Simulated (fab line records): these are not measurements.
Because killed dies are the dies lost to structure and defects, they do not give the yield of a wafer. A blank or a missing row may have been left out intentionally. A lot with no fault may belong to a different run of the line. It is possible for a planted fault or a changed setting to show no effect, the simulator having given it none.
Comparing a struck lot with a sound one ; flow nandHarc ; 14 steps out of a route of 1302
Sound: these wafers, L296.2, L296.4, L296.6. Struck: wafer L305.2 (L305.1, L305.3, from the same lot, were not struck and are left out); the cause is given at the end.
Each step with rows lists, per side, the tool, then ch with its chambers, then its first start. Under that, the readings that differ: sound wafers ; struck wafers ; difference of the means ; sigmas: that difference in standard deviations of wafers without a fault.
alike: words and numbers the same on both sides, and readings whose means are apart by under 2 such deviations; not compared: readings that were withheld, readings missing a value for some wafer, numbers with overlapping values and no deviation given by the record, and bounds like >300 which may hide the same value.
A row with sigmas, a row that says differs or no value, or rows on one side alone: a step with any of these is where the two part. When numbers do not overlap yet have no deviation, they are printed without sigmas and do not part them. A reading that every wafer of one side lacks parts them only if that side has two wafers or more.

NHARC_A_BLC_INSPECT_12:
  sound on defectInspect-01, day 22 21:09; struck on defectInspect-02, day 27 01:17
  alike: rawDefectCount
NHARC_A_BLC_DESCUM_15: chemistry O2, time 3 s.
  sound on rieDiel-01 ch 0,2,3, day 22 21:13; struck on rieDiel-01 ch 3, day 27 01:20
  alike: drypumpMotorCurrentA, oesProductAu, rfVppV, showerheadPlenumPTorr, throttleValvePct
  not compared: rfHoursCounterH
then, 1 step without rows for these wafers: NHARC_A_BLC_ETCH_16 (etches the open film in CF4, target depth 39 nm, time 65 s).
NHARC_A_BLC_ETCH_17: etches the open film in N2/H2, target depth 390 nm, time 609.38 s.
  sound on rieDiel-01 ch 0,1; struck on rieDiel-01 ch 1
  alike: drypumpMotorCurrentA, oesProductAu, rfVppV, showerheadPlenumPTorr, throttleValvePct
  not compared: rfHoursCounterH
NHARC_A_BLC_ETCH_18: etches the open film in C4F8/O2/Ar, target depth 910 nm.
  sound on rieDiel-01 ch 0,1,2; struck on rieDiel-01 ch 0
  alike: oesProductAu, rfVppV
  not compared: rfHoursCounterH
NHARC_A_BLC_CD_MEAS_19:
  sound on cdSem-01, day 22 22:11; struck on cdSem-01, day 27 02:19
  alike: cdNm
then, 3 steps without rows for these wafers: NHARC_A_BLC_STRIP_29 (strips in CF4); NHARC_A_BLC_STRIP_21 (strips in O2); NHARC_A_BLC_STRIP_22 (strips in post etch residue remover, time 600 s).
NHARC_A_BLC_DEGAS_30: time 60 s.
  sound on pvdSputter-02, day 22 22:46; struck on pvdSputter-03, day 27 02:57
  alike: heaterPowerW
then, 1 step without rows for these wafers: NHARC_A_BLC_PRE_CLEAN_31 (time 15 s).
NHARC_A_BLC_PVD_32: deposits Ti, target thk 5 nm, time 17.7 s.
  sound on pvdSputter-02; struck on pvdSputter-03
  alike: cathodeDcPowerW, throttleValvePct
NHARC_A_BLC_ALD_23: deposits TiN, target thk 3 nm, pulse time 1 s, ald cycles 150.
  sound on aldMetal-03 ch 0,1, day 22 23:01; struck on aldMetal-03 ch 0, day 27 03:11
reading;sound;struck;difference;sigmas
aldCycles;150 150 150;69;-81;
  alike: heaterPowerW, precursorPulseHeightRel
then, 1 step without rows for these wafers: NHARC_A_BLC_CVD_24 (deposits W, target thk 150 nm, time 434 s).

== WHERE THEY PART ==
Nowhere in this record.

WHY: whatever the simulator had introduced
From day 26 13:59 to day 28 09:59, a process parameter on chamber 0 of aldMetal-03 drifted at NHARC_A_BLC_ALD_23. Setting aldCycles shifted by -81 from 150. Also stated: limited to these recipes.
